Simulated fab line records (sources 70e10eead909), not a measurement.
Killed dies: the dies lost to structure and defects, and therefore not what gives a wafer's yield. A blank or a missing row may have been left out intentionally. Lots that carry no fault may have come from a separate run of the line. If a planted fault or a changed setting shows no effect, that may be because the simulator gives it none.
2 desks, one fault -- flow nand_harc -- every desk sees just its own numbers, and what lay behind them comes last

## THE TOOL OWNER'S DESK: litho_track-01
The tool's own readings at NHARC_P_M1_PEB_07 (peb time 65 s): means of the sampled wafers that have a number, for each lot that ran on this tool. Any lot whose mean is over 4 standard deviations away from the usual mean is out of limits and marked OUT; that distance is given in the brackets.
Columns: A = exhaust_pa at NHARC_P_M1_PEB_07, usual 45.1 Pa
lot,first seen here,A
L213,day 7 13:01,44.3
L214,day 8 03:55,45.1
L217,day 8 10:18,45.7
L218,day 9 10:05,46.1
This desk's finding: nothing out of limits on any of the 4 lots.

## AT THE METROLOGY DESK
What the gauges read, lot by lot, whatever tool the lot ran on: means of the sampled wafers that have a number. Any lot whose mean is over 4 standard deviations away from the usual mean is out of limits and marked OUT; that distance is given in the brackets.
Columns: A = cd_nm at NHARC_P_M1_CD_MEAS_09, usual 129.6 nm; B = overlay_x_nm at NHARC_P_M1_OVL_MEAS_10, usual 0.2 nm; C = overlay_y_nm at NHARC_P_M1_OVL_MEAS_10, usual 0.2 nm
lot,first seen here,A,B,C
L208,day 6 05:29,130.7,0.7,0.3
L210,day 6 17:21,130.5,1.3,0.3
L211,day 7 00:27,130.8,-0.9,-0.8
L213,day 7 13:05,128.6,0.6,0.1
L214,day 8 04:00,129.3,-0.7,0.9
L217,day 8 10:22,131.6,0.2,1.1
L218,day 9 10:10,131.9,0.3,-0.4
L225,day 10 14:44,129.5,0.3,0.1
L227,day 10 15:26,129.6,1.3,-1.0
L226,day 10 16:40,129.3,-1.1,0.2
L229,day 11 05:29,130.6,0.6,-1.4
L230,day 11 22:20,130.8,0.5,0.6
This desk's finding: nothing out of limits on any of the 12 lots.

## TAKEN TOGETHER
The tool owner's desk saw nothing out of limits.
The metrology desk saw nothing out of limits.

## WHAT WAS PUT IN BY THE SIMULATOR
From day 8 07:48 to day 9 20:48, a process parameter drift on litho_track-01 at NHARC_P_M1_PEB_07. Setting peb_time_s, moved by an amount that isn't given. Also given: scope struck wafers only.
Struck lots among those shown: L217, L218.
